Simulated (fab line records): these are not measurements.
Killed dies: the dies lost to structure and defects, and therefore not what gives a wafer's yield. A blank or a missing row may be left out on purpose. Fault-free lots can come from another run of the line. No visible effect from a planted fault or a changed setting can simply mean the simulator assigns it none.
8D (eight disciplines) problem report, filled in by code | flow nand harc | the parts of the form that need people (team, actions taken, sign-off) are left out

== 1. THE ISSUE ==
Wafers without a fault read 1000 nm, standard deviation 9.5; thk nm at NHARC_A_ONON_D1_THK_MEAS_21 reads a mean of 1062 nm on 2 wafers belonging to 2 lots. That puts it +6.6 standard deviations away from the usual mean.
The step: measures by ellipsometry.
First observed at day 12 02:14: wafer L582.2, on film metro-02. Wafers with a number at this step in the record: 41, from 14 lots. Rule for "out", or "out of limits": more than 4 standard deviations from the usual mean. The other wafers with a number count as sound.

== 2. WHAT IT IS AND WHAT IT IS NOT ==
question                    | is                | is not
which readings at this step | thk nm            | -
which lots                  | L582, L583        | L573, L574, L576, L577, L578, L589, L590, L591, L592, L594, L595, L596
which wafers of those lots  | L582.2, L583.3    | L582.4, L582.5, L583.4
read on which gauges        | film metro-02     | film metro-01
when                        | from day 12 02:14 | up to then (17 sound wafers); but 22 sound wafers of L583, L589, L590, L591, L592, L594, L595, L596 came after

== 3. THE SUSPECTS, EACH WITH WHAT RULES IT OUT ==
Counting: any tool at a process step up to the reading remains a suspect provided it ran every lot that is out. Sound lots after the first of them don't rule it out here, since some wafers of a struck lot are sound.
- the gauge at NHARC_A_ONON_D1_THK_MEAS_21: kept. All the wafers that are out were read on film metro-02, and no step on other tools shows them out.
- rie si-03 at NHARC_A_ZERO_WELL_ETCH_13 (etches the open film in HBr/Cl2, target depth 120 nm, time 40.1 s): kept. It ran every lot that is out, first L582 (day 10 14:07); its last sound lot up to then is L577 (day 8 19:55).
- pecvd onon-04 at NHARC_A_ONON_D1_DEP_19 (target thk 1000 nm): kept. It ran every lot that is out, first L582 (day 12 01:47); its last sound lot up to then is L577 (day 10 03:56).
rie si-03 at NHARC_A_ZERO_WELL_ETCH_13, pecvd onon-04 at NHARC_A_ONON_D1_DEP_19 and film metro-02 at NHARC_A_ONON_D1_THK_MEAS_21 are what is left after counting.

== 4. THE CAUSE (what the simulator had put in) ==
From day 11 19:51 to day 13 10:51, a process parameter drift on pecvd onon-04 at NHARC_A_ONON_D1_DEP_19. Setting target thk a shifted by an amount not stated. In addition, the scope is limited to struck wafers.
Counting left 3 suspects, and this tool is among them.

== 5. THE EFFECT CHAIN, in route order ==
Each row: a reading whose mean over the struck wafers that have a number lies more than 3 standard deviations from the usual. Only readings for which the record gives a usual standard deviation are gone through. hours: the time from each lot's start at the first step in this table that gives one to its start at this step, as a median over the lots. sigmas: the change in usual standard deviations.
hours | step                        | reading | usual   | on struck wafers | change | sigmas
0     | NHARC_A_ONON_D1_THK_MEAS_21 | thk nm  | 1000 nm | 1062             | +62    | +6.6

== 6. HOW IT WOULD HAVE BEEN CAUGHT EARLIER ==
In this record the first reading out of limits at a measuring or inspecting step was taken at day 12 02:14, 6 hours after the fault began at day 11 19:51.
Tool readings at NHARC_A_ONON_D1_DEP_19 with a usual standard deviation given in the record: none out on any struck wafer, hence no alarm at a limit of 4 standard deviations on them.
Among the 2 lots that are out, L583 began NHARC_A_ONON_D1_DEP_19 on pecvd onon-04 after day 12 02:14. It would have been spared by a hold on the tool at that moment.
